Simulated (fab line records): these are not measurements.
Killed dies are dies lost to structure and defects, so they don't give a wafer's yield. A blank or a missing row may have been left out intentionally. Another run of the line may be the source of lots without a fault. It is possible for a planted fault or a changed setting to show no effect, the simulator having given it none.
A struck lot beside a sound one || flow n5-finfet || 14 out of 1938 route steps
Sound: these wafers, L693.1, L693.4, L693.5. Struck: wafer L703.5 (L703.1, L703.6, from the same lot, were not struck and are left out); the cause is given at the end.
Per side, at each step with rows, come the tool, then ch with its chambers, and then its first start. Under that, the readings that differ: sound wafers || struck wafers || difference of the means || sigmas: that difference in standard deviations of wafers without a fault.
alike: readings with means less than 2 such deviations apart, plus words and numbers identical on both sides. not compared: withheld readings, readings lacking a value on some wafer, bounds such as >300 that could conceal the same value, and numbers that have no deviation in the record and whose values overlap.
A row with sigmas, a row that says differs or no value, or rows on one side alone: a step with any of these is where the two part. When numbers do not overlap yet have no deviation, they are printed without sigmas and do not part them. Lack of a reading on every wafer of one side parts them only where that side has two or more wafers.

N5_HKMG_FIN_ETCHBACK_68: etches the open film in Cl2/Ar, stops on HfO2, target depth 0.5 nm.
  sound on rie-metal-03 ch 0,1, day 4 18:56; struck on rie-metal-02 ch 0, day 7 01:15
  alike: drypump-motor-current-A, mfc-cl2-sccm, oes-product-au, throttle-valve-pct
  not compared: rf-hours-counter-h
N5_HKMG_FIN_STRIP_69: strips in N2/H2, time 360 s.
  sound on plasma-asher-01 ch 0,1, day 4 19:05; struck on plasma-asher-02 ch 0, day 7 01:23
  alike: drypump-motor-current-A, heater-power-w, n2-flow-sccm
  not compared: rf-hours-counter-h
then, 1 step without rows for these wafers: N5_HKMG_FIN_ALD_21 (deposits TiN, target thk 1.5 nm, pulse time 1 s, purge time 3 s).
N5_HKMG_FIN_ALD_72: deposits W, target thk 2 nm, pulse time 1 s, purge time 2 s.
  sound on cvd-w-02 ch 0,1, day 4 19:49; struck on cvd-w-02 ch 1, day 7 02:08
  alike: heater-power-w, precursor-pulse-height-rel
then, 5 steps without rows for these wafers: N5_HKMG_FIN_W_FILL_22 (material W, target thk 60 nm, time 18.2 s); N5_HKMG_FIN_PRECLEAN_83 (cleans in DIW, time 57.5 s); N5_HKMG_FIN_SRD_84 (dry time 32 s); N5_HKMG_FIN_CMP_23 (polishes, stops on SiNx, t overpolish 10 s, target thk 46.326 nm); N5_HKMG_FIN_CMP_94 (polishes, stops on SiNx, t overpolish 4.7 s, target thk 43.299 nm).
N5_HKMG_FIN_INSPECT_28: inspects for defects (darkfield).
  sound on defect-inspect-01 at day 4 20:42; struck on defect-inspect-02 at day 7 03:01
  alike: raw-defect-count
N5_GATE_CUT_ETCHBACK_00: etches W in SF6/Cl2.
  sound on rie-metal-03 ch 0,1, day 4 20:44; struck on rie-metal-02 ch 1, day 7 03:03
  alike: drypump-motor-current-A, mfc-cl2-sccm, oes-product-au, throttle-valve-pct
  not compared: rf-hours-counter-h
N5_GATE_CUT_ETCH_56: etches TiN in Cl2/Ar, target depth 21.6 nm.
  sound on rie-metal-03 ch 0,1, day 4 20:52; struck on rie-metal-02 ch 1, day 7 03:10
{"reading": "oes-product-au (a.u.)", "sound": "0.58 0.58 0.60", "struck": 0.89, "difference": "+0.30", "sigmas": "+2"}
{"reading": "rf-fwd-power-W (W)", "sound": "598.9 597.5 595.8", "struck": 742.0, "difference": "+144.6", "sigmas": "+63"}
{"reading": "throttle-valve-pct (%)", "sound": "20.90 20.91 21.32", "struck": 20.39, "difference": -0.65, "sigmas": -2}
{"reading": "model.etch.depth-nm (nm)", "sound": "21.35 21.18 22.15", "struck": 26.24, "difference": "+4.68", "sigmas": ""}
  alike: drypump-motor-current-A, mfc-cl2-sccm
  not compared: rf-hours-counter-h
N5_GATE_CUT_ETCHBACK_30: etches TiN in Cl2/Ar, target depth 3 nm.
  sound on rie-metal-03 ch 0,1, day 4 20:57; struck on rie-metal-02 ch 1, day 7 03:16
{"reading": "mfc-cl2-sccm (sccm)", "sound": "39.70 39.79 39.79", "struck": 40.17, "difference": "+0.41", "sigmas": "+3"}
  alike: drypump-motor-current-A, oes-product-au, throttle-valve-pct
  not compared: rf-hours-counter-h
-- record jumps: 4 days separate the struck wafers' starts on either side; left off in module GATE_CUT, taken up again in module BEOL_M4, whose first shown step is the route's number 1111 --
N5_BEOL_M4_RC_MEAS_101:
  sound on prober-01 ch 0, day 9 06:11; struck on prober-01 ch 0, day 11 14:42
  alike: DIBL_N, DIBL_P, IOFF_N, IOFF_P, ION_N, ION_P, SS_N, SS_P, VT_N, VT_P

WHERE THEY PART
Last at N5_GATE_CUT_ETCHBACK_30 as far as this record goes, first at N5_GATE_CUT_ETCH_56. Later steps at which nothing parts them and some readings are alike: N5_BEOL_M4_RC_MEAS_101.

WHY: what had been put in by the simulator
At N5_GATE_CUT_ETCH_56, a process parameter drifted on rie-metal-02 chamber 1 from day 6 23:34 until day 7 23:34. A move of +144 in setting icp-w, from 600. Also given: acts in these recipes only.
